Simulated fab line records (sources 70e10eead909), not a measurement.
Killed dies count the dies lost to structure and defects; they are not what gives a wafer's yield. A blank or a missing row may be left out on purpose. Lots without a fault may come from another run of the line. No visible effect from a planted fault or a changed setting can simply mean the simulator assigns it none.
Chamber matching -- flow nand-harc -- NHARC_A_BLC_ALD_23 on ald-metal-01 has 4 sister chambers
The step deposits TiN, target thk 3 nm, pulse time 1 s, ald cycles 150. 8 wafers are shown with their chamber, then 8 later ones without.

## EACH WAFER AND ITS CHAMBER
wafer,chamber,heater-power-w (W),precursor-pulse-height-rel
L082.5,3,900,1.013
L083.3,0,1007,1.020
L083.2,3,940,0.994
L083.6,1,1010,1.009
L087.1,0,955,0.956
L087.3,2,945,1.001
L087.5,2,942,1.016
L086.1,1,1028,1.005

## WAFERS WITH NO CHAMBER GIVEN
wafer,heater-power-w (W),precursor-pulse-height-rel
L086.5,1067,0.973
L086.6,922,1.009
L086.2,990,1.024
L086.3,970,0.977
L086.4,985,0.989
L097.1,1090,0.995
L097.2,996,0.997
L097.6,1110,1.017

## CHAMBER TAKEN BY EACH
wafer,from the rows above,in truth
L086.5,can't be placed: 1 or 0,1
L086.6,can't be placed: 3 or 2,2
L086.2,can't be placed: 1 or 0 or 2 or 3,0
L086.3,can't be placed: 0 or 2 or 3 or 1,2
L086.4,can't be placed: 0 or 1 or 2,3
L097.1,can't be placed: 1 or 0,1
L097.2,can't be placed: 0 or 1 or 2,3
L097.6,can't be placed: 1 or 0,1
0 of 8 placed correctly. These rows do not allow placing 8 (true chamber among the candidates in 6). Wrongly placed: 0.
How it was worked out, from the rows above alone: a wafer's distance from a chamber is the root of the sum, over the readings, of the square of ((its reading less the chamber's mean) divided by the reading's scatter). The wafer belongs to the nearest chamber; if the next one is less than 2 further off, it can't be placed. For every chamber, the mean is computed from those of its wafers that are shown. How the scatter is found: for the shown wafers, subtract from each reading the mean of its chamber, square and add these, divide the total by (wafers less chambers), then take the root.
